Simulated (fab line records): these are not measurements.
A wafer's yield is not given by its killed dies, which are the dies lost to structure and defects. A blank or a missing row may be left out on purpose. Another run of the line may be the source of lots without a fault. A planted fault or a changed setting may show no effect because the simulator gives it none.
Matching of chambers :: flow n5Finfet :: rieDiel-06 running N5_BEOL_M9_VIA_ETCH_34: 4 sister chambers
The step etches SiCOH lowk in C4F6/O2, target depth 182.4 nm, time 68.4 s. 4 wafers are shown with their chamber, then 12 later ones without.

== WAFERS, EACH WITH ITS CHAMBER ==
wafer: L076.3
chamber: 1
showerheadPlenumPTorr (Torr): 2.82

wafer: L084.5
chamber: 2
showerheadPlenumPTorr (Torr): 2.92

wafer: L089.5
chamber: 3
showerheadPlenumPTorr (Torr): 2.71

wafer: L089.6
chamber: 0
showerheadPlenumPTorr (Torr): 2.96

== WAFERS WITHOUT THEIR CHAMBER ==
wafer: L088.1
showerheadPlenumPTorr (Torr): 2.96

wafer: L088.2
showerheadPlenumPTorr (Torr): 2.81

wafer: L088.4
showerheadPlenumPTorr (Torr): 2.71

wafer: L087.2
showerheadPlenumPTorr (Torr): 2.91

wafer: L087.3
showerheadPlenumPTorr (Torr): 2.71

wafer: L087.5
showerheadPlenumPTorr (Torr): 2.71

wafer: L094.1
showerheadPlenumPTorr (Torr): 2.91

wafer: L094.3
showerheadPlenumPTorr (Torr): 2.70

wafer: L094.4
showerheadPlenumPTorr (Torr): 2.70

wafer: L095.3
showerheadPlenumPTorr (Torr): 2.91

wafer: L095.4
showerheadPlenumPTorr (Torr): 2.70

wafer: L095.6
showerheadPlenumPTorr (Torr): 2.91

== EACH ONE'S CHAMBER ==
wafer: L088.1
from the rows above: 0
in truth: 0

wafer: L088.2
from the rows above: 1
in truth: 1

wafer: L088.4
from the rows above: 3
in truth: 3

wafer: L087.2
from the rows above: 2
in truth: 2

wafer: L087.3
from the rows above: 3
in truth: 3

wafer: L087.5
from the rows above: 3
in truth: 3

wafer: L094.1
from the rows above: 2
in truth: 2

wafer: L094.3
from the rows above: 3
in truth: 3

wafer: L094.4
from the rows above: 3
in truth: 3

wafer: L095.3
from the rows above: 2
in truth: 2

wafer: L095.4
from the rows above: 3
in truth: 3

wafer: L095.6
from the rows above: 2
in truth: 2
Correctly placed: 12 of 12. Can't be placed from these rows: 0. 0 placed wrongly.
How it was worked out, from the rows above alone: a wafer's distance from a chamber is the root of the sum, over the readings, of the square of ((its reading less the chamber's mean) divided by the reading's scatter). If the next closest chamber is less than 2 further off than the closest, the wafer can't be placed; otherwise it belongs to the closest. A chamber's mean is the mean of its shown wafers. The scatter: root of mean squared gap, hidden wafer to nearest shown wafer, with one shown wafer a chamber.
